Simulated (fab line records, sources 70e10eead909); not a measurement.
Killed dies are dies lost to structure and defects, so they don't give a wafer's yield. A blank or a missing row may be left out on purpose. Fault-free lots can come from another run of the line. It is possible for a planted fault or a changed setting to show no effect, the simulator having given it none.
Which tool did it? -- flow nand harc -- 24 lots with 72 wafers sampled at 6 steps, on a route of 1159 steps

## WHAT EACH GAUGE READ, for each wafer
NHARC_P_M0_INSPECT_27. Usual: raw defect count reads 339 (standard deviation 120).
lot,measured,on,raw defect count,flag
L074,day 5 23:13,defect inspect-01,466 182 319,
L075,day 6 07:43,defect inspect-01,330 252 418,
L076,day 6 08:16,defect inspect-02,338 302 213,
L077,day 7 00:35,defect inspect-02,368 291 276,
L078,day 7 01:14,defect inspect-02,349 397 311,
L079,day 7 06:51,defect inspect-02,385 271 184,
L080,day 7 14:28,defect inspect-01,326 404 428,
L082,day 7 19:29,defect inspect-01,474 252 352,
L081,day 8 03:01,defect inspect-01,358 221 191,
L083,day 8 08:40,defect inspect-01,280 230 309,
L084,day 8 13:26,defect inspect-02,233 250 258,
L085,day 9 01:59,defect inspect-02,543 418 837,
L087,day 9 03:05,defect inspect-01,443 155 256,
L086,day 9 03:20,defect inspect-01,262 325 319,
L088,day 9 17:14,defect inspect-01,249 339 385,
L089,day 9 18:14,defect inspect-02,277 538 408,
L090,day 10 03:02,defect inspect-01,268 466 401,
L091,day 10 08:40,defect inspect-01,394 160 210,
L094,day 10 16:41,defect inspect-02,322 471 281,
L093,day 11 01:52,defect inspect-01,286 272 308,
L092,day 11 02:21,defect inspect-01,391 393 340,
L095,day 11 04:13,defect inspect-02,679 230 738,
L096,day 11 10:04,defect inspect-02,339 333 379,
L097,day 11 18:04,defect inspect-01,222 225 477,

NHARC_P_M2_INSPECT_27. Usual: raw defect count reads 332 (standard deviation 120).
lot,measured,on,raw defect count,flag
L074,day 6 07:53,defect inspect-02,524 626 618,
L075,day 6 16:59,defect inspect-01,174 187 158,
L076,day 6 17:17,defect inspect-02,312 202 235,
L077,day 7 08:59,defect inspect-02,448 310 456,
L078,day 7 09:34,defect inspect-01,470 268 425,
L079,day 7 15:29,defect inspect-02,307 316 315,
L080,day 7 22:47,defect inspect-02,232 333 392,
L082,day 8 03:44,defect inspect-01,282 365 262,
L081,day 8 11:22,defect inspect-01,513 700 409,
L083,day 8 17:02,defect inspect-01,367 452 367,
L084,day 8 22:22,defect inspect-02,347 416 347,
L085,day 9 10:26,defect inspect-02,223 245 286,
L087,day 9 11:35,defect inspect-01,212 260 406,
L086,day 9 11:45,defect inspect-02,254 227 267,
L088,day 10 01:32,defect inspect-02,208 282 460,
L089,day 10 02:45,defect inspect-01,477 367 422,
L090,day 10 11:24,defect inspect-01,470 288 712,
L091,day 10 17:11,defect inspect-02,248 197 267,
L094,day 11 01:06,defect inspect-01,155 147 172,
L093,day 11 10:23,defect inspect-01,251 328 205,
L092,day 11 11:02,defect inspect-02,483 729 321,
L095,day 11 12:38,defect inspect-01,432 333 379,
L096,day 11 18:32,defect inspect-01,210 337 291,
L097,day 12 02:22,defect inspect-01,262 243 257,

## TOOL THAT RAN EACH LOT (tool first, then ch and the chambers of the sampled wafers, then the start)
lot,NHARC_P_M0_PVD_20,NHARC_P_M0_PRE_CLEAN_31,NHARC_P_M1_DESCUM_14,NHARC_P_M1_STRIP_18
L074,"pvd sputter-02, day 5 23:13 or earlier","pecvd-01 ch 0,1, day 5 23:18","rie diel-02 ch 0,1,2, day 6 00:49","rie diel-05 ch 0,1,3, day 6 01:14"
L075,"pvd sputter-03, day 6 07:43 or earlier","pecvd-04 ch 1,2, day 6 07:49","rie diel-05 ch 1,3, day 6 09:28","rie diel-05 ch 0,1,3, day 6 09:54"
L076,"pvd sputter-03, day 6 08:16 or earlier","pecvd-03 ch 1,2, day 6 08:20","rie diel-09 ch 2,3, day 6 09:50","rie diel-02 ch 0,1,2, day 6 10:13"
L077,"pvd sputter-02, day 7 00:35 or earlier","pecvd-04 ch 0,1,2, day 7 00:40","rie diel-09 ch 2,3, day 7 02:08","rie diel-02 ch 0,3, day 7 02:32"
L078,"pvd sputter-03, day 7 01:14 or earlier","pecvd-01 ch 1,2, day 7 01:18","rie diel-09 ch 0,2,3, day 7 02:41","rie diel-05 ch 1,2,3, day 7 03:04"
L079,"pvd sputter-01, day 7 06:51 or earlier","pecvd-04 ch 0,1, day 7 06:58","rie diel-05 ch 0,2,3, day 7 08:26","rie diel-05 ch 0,1,3, day 7 08:50"
L080,"pvd sputter-01, day 7 14:28 or earlier","pecvd-03 ch 0,1,2, day 7 14:33","rie diel-02 ch 0,1,2, day 7 16:02","rie diel-09 ch 0,1,2, day 7 16:28"
L082,"pvd sputter-02, day 7 19:29 or earlier","pecvd-03 ch 0,1,2, day 7 19:33","rie diel-02 ch 0,1, day 7 20:57","rie diel-09 ch 1,2, day 7 21:19"
L081,"pvd sputter-02, day 8 03:01 or earlier","pecvd-04 ch 0,1,2, day 8 03:07","rie diel-09 ch 0,1, day 8 04:35","rie diel-05 ch 0,2,3, day 8 05:01"
L083,"pvd sputter-01, day 8 08:40 or earlier","pecvd-01 ch 0,1,2, day 8 08:44","rie diel-02 ch 1,2,3, day 8 10:07","rie diel-09 ch 1,3, day 8 10:31"
L084,"pvd sputter-03, day 8 13:26 or earlier","pecvd-04 ch 0,1,2, day 8 13:32","rie diel-02 ch 0,2,3, day 8 15:02","rie diel-02 ch 0,1,2, day 8 15:36"
L085,"pvd sputter-03, day 9 01:59 or earlier","pecvd-04 ch 0,1,2, day 9 02:05","rie diel-02 ch 1,3, day 9 03:25","rie diel-05 ch 0,2, day 9 03:50"
L087,"pvd sputter-03, day 9 03:05 or earlier","pecvd-01 ch 0,1, day 9 03:10","rie diel-09 ch 0,2,3, day 9 04:41","rie diel-09 ch 0,2, day 9 05:04"
L086,"pvd sputter-01, day 9 03:20 or earlier","pecvd-03 ch 0,1,2, day 9 03:25","rie diel-02 ch 0,1,2, day 9 04:57","rie diel-05 ch 0,2,3, day 9 05:21"
L088,"pvd sputter-03, day 9 17:14 or earlier","pecvd-01 ch 0,1,2, day 9 17:18","rie diel-02 ch 1,2,3, day 9 18:41","rie diel-05 ch 0,2, day 9 19:04"
L089,"pvd sputter-03, day 9 18:14 or earlier","pecvd-04 ch 0,1,2, day 9 18:18","rie diel-09 ch 0,1, day 9 19:41","rie diel-02 ch 0,1,3, day 9 20:12"
L090,"pvd sputter-03, day 10 03:02 or earlier","pecvd-04 ch 0,2, day 10 03:05","rie diel-02 ch 0,2,3, day 10 04:35","rie diel-02 ch 0,1,3, day 10 04:58"
L091,"pvd sputter-01, day 10 08:40 or earlier","pecvd-01 ch 0,1,2, day 10 08:46","rie diel-05 ch 0,1,3, day 10 10:07","rie diel-09 ch 1,2,3, day 10 10:31"
L094,"pvd sputter-01, day 10 16:41 or earlier","pecvd-04 ch 0,2, day 10 16:45","rie diel-02 ch 0,2,3, day 10 18:08","rie diel-09 ch 2,3, day 10 18:31"
L093,"pvd sputter-02, day 11 01:52 or earlier","pecvd-04 ch 0,1,2, day 11 01:59","rie diel-09 ch 1,2,3, day 11 03:29","rie diel-02 ch 1,2,3, day 11 03:55"
L092,"pvd sputter-01, day 11 02:21 or earlier","pecvd-04 ch 0,1, day 11 02:25","rie diel-05 ch 0,2,3, day 11 03:55","rie diel-02 ch 0,2, day 11 04:19"
L095,"pvd sputter-01, day 11 04:13 or earlier","pecvd-04 ch 0,2, day 11 04:18","rie diel-02 ch 1,2,3, day 11 05:51","rie diel-05 ch 2,3, day 11 06:16"
L096,"pvd sputter-03, day 11 10:04 or earlier","pecvd-04 ch 0,1,2, day 11 10:08","rie diel-05 ch 0,2,3, day 11 11:41","rie diel-09 ch 0,1, day 11 12:05"
L097,"pvd sputter-01, day 11 18:04 or earlier","pecvd-04 ch 0,1,2, day 11 18:08","rie diel-02 ch 0,1,3, day 11 19:40","rie diel-05 ch 0,2,3, day 11 20:06"
- NHARC_P_M0_PVD_20: deposits TaN, target thk 5 nm, time 8.06 s.
- NHARC_P_M0_PRE_CLEAN_31: time 12 s.
- NHARC_P_M1_DESCUM_14: chemistry O2, time 3 s.
- NHARC_P_M1_STRIP_18: strips in N2/H2.

## WHAT THE TOOLS THEMSELVES READ (means of the sampled wafers that have a number; where no wafer has one, the mark that the record gives instead)
NHARC_P_M0_PVD_20. Usual: throttle valve pct reads 30.2 % (standard deviation 1.2).
lot,tool,throttle valve pct (%),flag
L074,pvd sputter-02,29.1,
L075,pvd sputter-03,30.7,
L076,pvd sputter-03,30.0,
L077,pvd sputter-02,29.4,
L078,pvd sputter-03,30.2,
L079,pvd sputter-01,31.2,
L080,pvd sputter-01,30.4,
L082,pvd sputter-02,28.9,
L081,pvd sputter-02,29.0,
L083,pvd sputter-01,30.1,
L084,pvd sputter-03,29.9,
L085,pvd sputter-03,30.1,
L087,pvd sputter-03,30.2,
L086,pvd sputter-01,29.9,
L088,pvd sputter-03,29.9,
L089,pvd sputter-03,30.3,
L090,pvd sputter-03,30.8,
L091,pvd sputter-01,30.0,
L094,pvd sputter-01,29.9,
L093,pvd sputter-02,30.0,
L092,pvd sputter-01,30.1,
L095,pvd sputter-01,30.9,
L096,pvd sputter-03,29.7,
L097,pvd sputter-01,29.2,

NHARC_P_M0_PRE_CLEAN_31. Usual: heater power w reads 640 W (standard deviation 73).
lot,tool,heater power w (W),flag
L074,pecvd-01,632,
L075,pecvd-04,582,
L076,pecvd-03,638,
L077,pecvd-04,556,
L078,pecvd-01,740,
L079,pecvd-04,571,
L080,pecvd-03,656,
L082,pecvd-03,693,
L081,pecvd-04,613,
L083,pecvd-01,734,
L084,pecvd-04,589,
L085,pecvd-04,587,
L087,pecvd-01,676,
L086,pecvd-03,695,
L088,pecvd-01,698,
L089,pecvd-04,609,
L090,pecvd-04,629,
L091,pecvd-01,755,
L094,pecvd-04,557,
L093,pecvd-04,622,
L092,pecvd-04,602,
L095,pecvd-04,563,
L096,pecvd-04,611,
L097,pecvd-04,560,

NHARC_P_M1_DESCUM_14. Usual: drypump motor current A 5.8 A, standard deviation 0.43; o2 flow sccm 200.0 sccm, standard deviation 0.58; oes product au 0.995 a.u., standard deviation 0.013; rf vpp V 57.8 V, standard deviation 0.85; showerhead plenum p Torr 1.93 Torr, standard deviation 0.08; throttle valve pct 11.311 %, standard deviation 0.0089.
lot,tool,drypump motor current A (A),o2 flow sccm (sccm),oes product au (a.u.),rf vpp V (V),showerhead plenum p Torr (Torr),throttle valve pct (%),flag
L074,rie diel-02,5.8,199.9,1.002,58.4,1.90,11.311,
L075,rie diel-05,5.4,199.8,1.003,58.2,2.01,11.312,
L076,rie diel-09,5.7,200.4,0.995,57.2,2.03,11.310,
L077,rie diel-09,6.0,199.9,0.994,57.8,2.03,11.320,
L078,rie diel-09,5.7,199.6,0.989,59.0,2.02,11.310,
L079,rie diel-05,5.6,200.9,0.999,58.1,1.93,11.311,
L080,rie diel-02,5.8,200.6,1.000,56.3,1.90,11.309,
L082,rie diel-02,6.0,200.3,1.006,57.7,1.90,11.307,
L081,rie diel-09,5.7,199.8,0.987,58.2,1.99,11.313,
L083,rie diel-02,5.9,199.5,0.990,57.5,1.85,11.310,
L084,rie diel-02,5.7,199.8,0.988,57.3,1.88,11.307,
L085,rie diel-02,6.1,199.3,0.988,57.2,1.82,11.311,
L087,rie diel-09,5.7,200.0,0.983,58.1,2.02,11.313,
L086,rie diel-02,5.8,199.6,1.000,57.3,1.90,11.313,
L088,rie diel-02,5.9,199.6,0.994,57.3,1.85,11.313,
L089,rie diel-09,6.2,200.0,0.988,58.1,1.99,11.317,
L090,rie diel-02,5.7,200.0,0.989,57.7,1.88,11.305,
L091,rie diel-05,5.6,199.3,1.011,58.2,1.95,11.309,
L094,rie diel-02,5.7,200.2,0.996,57.6,1.88,11.303,
L093,rie diel-09,6.1,200.0,0.995,58.4,2.01,11.307,
L092,rie diel-05,5.7,200.0,1.007,57.5,1.93,11.308,
L095,rie diel-02,5.9,200.0,0.985,57.9,1.85,11.310,
L096,rie diel-05,5.6,199.6,1.005,57.6,1.93,11.308,
L097,rie diel-02,6.0,200.5,0.996,57.3,1.87,11.316,

NHARC_P_M1_STRIP_18. Usual: drypump motor current A 5.9 A, standard deviation 0.48; oes product au 1.000 a.u., standard deviation 0.013; power w 999.8 W, standard deviation 2.8; rf vpp V 90.9 V, standard deviation 0.96; showerhead plenum p Torr 2.08 Torr, standard deviation 0.086; throttle valve pct 14.171 %, standard deviation 0.0086.
lot,tool,drypump motor current A (A),oes product au (a.u.),power w (W),rf vpp V (V),showerhead plenum p Torr (Torr),throttle valve pct (%),flag
L074,rie diel-05,5.6,0.999,997.3,90.8,2.08,14.166,
L075,rie diel-05,5.6,1.005,1001.6,91.0,2.07,14.171,
L076,rie diel-02,5.8,1.002,1001.9,90.7,2.03,14.179,
L077,rie diel-02,5.9,0.995,999.5,90.1,2.03,14.165,
L078,rie diel-05,5.9,1.009,999.6,91.0,2.14,14.172,
L079,rie diel-05,5.6,0.994,999.5,91.5,2.07,14.167,
L080,rie diel-09,6.0,0.984,1000.4,91.3,2.14,14.175,
L082,rie diel-09,6.4,0.988,1000.9,91.6,2.13,14.170,
L081,rie diel-05,5.6,1.002,1000.1,91.3,2.06,14.177,
L083,rie diel-09,5.9,1.005,1001.8,91.5,2.15,14.176,
L084,rie diel-02,5.8,0.996,998.0,90.1,2.03,14.166,
L085,rie diel-05,6.1,1.005,998.7,91.1,2.06,14.174,
L087,rie diel-09,5.6,0.986,1000.9,91.6,2.14,14.174,
L086,rie diel-05,5.7,1.008,998.5,90.3,2.06,14.170,
L088,rie diel-05,6.1,1.007,999.6,91.0,2.06,14.171,
L089,rie diel-02,6.0,0.994,998.7,90.7,2.00,14.167,
L090,rie diel-02,6.0,1.006,996.8,90.8,2.00,14.176,
L091,rie diel-09,6.1,0.989,1000.5,91.2,2.15,14.172,
L094,rie diel-09,5.7,0.991,998.1,90.8,2.16,14.174,
L093,rie diel-02,5.9,0.985,1004.3,89.8,1.98,14.170,
L092,rie diel-02,5.6,0.999,998.6,91.0,2.06,14.176,
L095,rie diel-05,5.9,0.999,999.4,91.7,2.12,14.172,
L096,rie diel-09,6.2,0.999,1001.5,91.3,2.12,14.168,
L097,rie diel-05,5.6,1.016,1000.6,90.8,2.06,14.166,

## THE ANSWER, worked out from the rows above alone
Rule: a lot is off if the mean of its wafers that have a number lies more than 3 standard deviations from the usual mean. A lot without any number at a reading at which 4 lots or more have one is off too. The other lots that the step has rows for count as sound. The gauges are gone through in route order, then the tools' own readings, and for those a lot's mean is taken as printed above. At the first step where some lot is off, the reading lying furthest off is the one used; lots without a number count as furthest.
Nothing can be told from this: no lot is off at any reading shown.

## WHAT WAS PUT IN BY THE SIMULATOR
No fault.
